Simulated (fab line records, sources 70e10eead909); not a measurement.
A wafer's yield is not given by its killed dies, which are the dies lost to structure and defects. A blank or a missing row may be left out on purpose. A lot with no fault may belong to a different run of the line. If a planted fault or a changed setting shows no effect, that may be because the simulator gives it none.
Which tool was responsible? + flow nand-harc + 12 lots with 36 wafers sampled at 2 steps, on a route of 1302 steps

## WHAT THE GAUGES SHOWED, per wafer
NHARC_P_BONDPAD_CD_MEAS_09 targets a cd of 500 nm.
| lot  | measured     | on        | cd-nm (nm)        |
|------|--------------|-----------|-------------------|
| L075 | day 6 20:37  | cd-sem-03 | 495.1 499.7 501.1 |
| L077 | day 8 02:07  | cd-sem-03 | 499.0 499.5 502.8 |
| L079 | day 8 17:36  | cd-sem-01 | 501.4 502.9 502.8 |
| L081 | day 9 13:47  | cd-sem-03 | 502.9 505.3 499.8 |
| L083 | day 10 10:48 | cd-sem-03 | 496.8 498.9 499.0 |
| L085 | day 11 01:35 | cd-sem-01 | 500.6 501.9 502.2 |
| L087 | day 12 04:21 | cd-sem-02 | 498.9 499.8 497.2 |
| L089 | day 12 19:53 | cd-sem-03 | 500.0 501.0 500.7 |
| L090 | day 13 17:47 | cd-sem-02 | 499.2 496.7 499.2 |
| L092 | day 14 09:44 | cd-sem-01 | 502.8 500.9 498.7 |
| L095 | day 15 14:31 | cd-sem-01 | 501.5 498.7 497.2 |
| L097 | day 16 11:02 | cd-sem-03 | 499.2 503.2 498.7 |

## WHICH TOOL RAN EACH LOT (tool, then ch and the chambers of the sampled wafers, then the start)
| lot  | NHARC_P_BONDPAD_DEP_00                     |
|------|--------------------------------------------|
| L075 | pecvd-03 ch 0,1,2, day 6 20:37 or earlier  |
| L077 | pecvd-04 ch 0,1, day 8 02:07 or earlier    |
| L079 | pecvd-02 ch 0,1,2, day 8 16:31             |
| L081 | pecvd-03 ch 0,1,2, day 9 12:49             |
| L083 | pecvd-04 ch 0,1,2, day 10 09:37            |
| L085 | pecvd-03 ch 0,1,2, day 11 01:35 or earlier |
| L087 | pecvd-04 ch 0,1,2, day 12 03:07            |
| L089 | pecvd-02 ch 1,2, day 12 18:52              |
| L090 | pecvd-02 ch 0,2, day 13 16:39              |
| L092 | pecvd-03 ch 0,1,2, day 14 09:44 or earlier |
| L095 | pecvd-04 ch 0,1,2, day 15 13:21            |
| L097 | pecvd-02 ch 1,2, day 16 09:53              |
- NHARC_P_BONDPAD_DEP_00: deposits SiCN, target thk 250 nm.

## THE ANSWER, worked out from the rows above alone
Rule: what is usual is taken from the lots themselves. The widest of any qualifying gaps counts: lots, ordered by their means at a reading, are off when they make up no more than a third of the lots, leave a main group of 4 or more, and stand apart from it by 3 or more times the standard deviation of that group's means. If all means in a main group match to the digits the tables above print for the reading, that group is not used. A lot without any number at a reading at which 4 lots or more have one is off too. Any other lot the step has rows for is counted as sound.
Across all readings shown, no lot is off: no conclusion can be drawn from this.

## WHAT WAS PUT IN BY THE SIMULATOR
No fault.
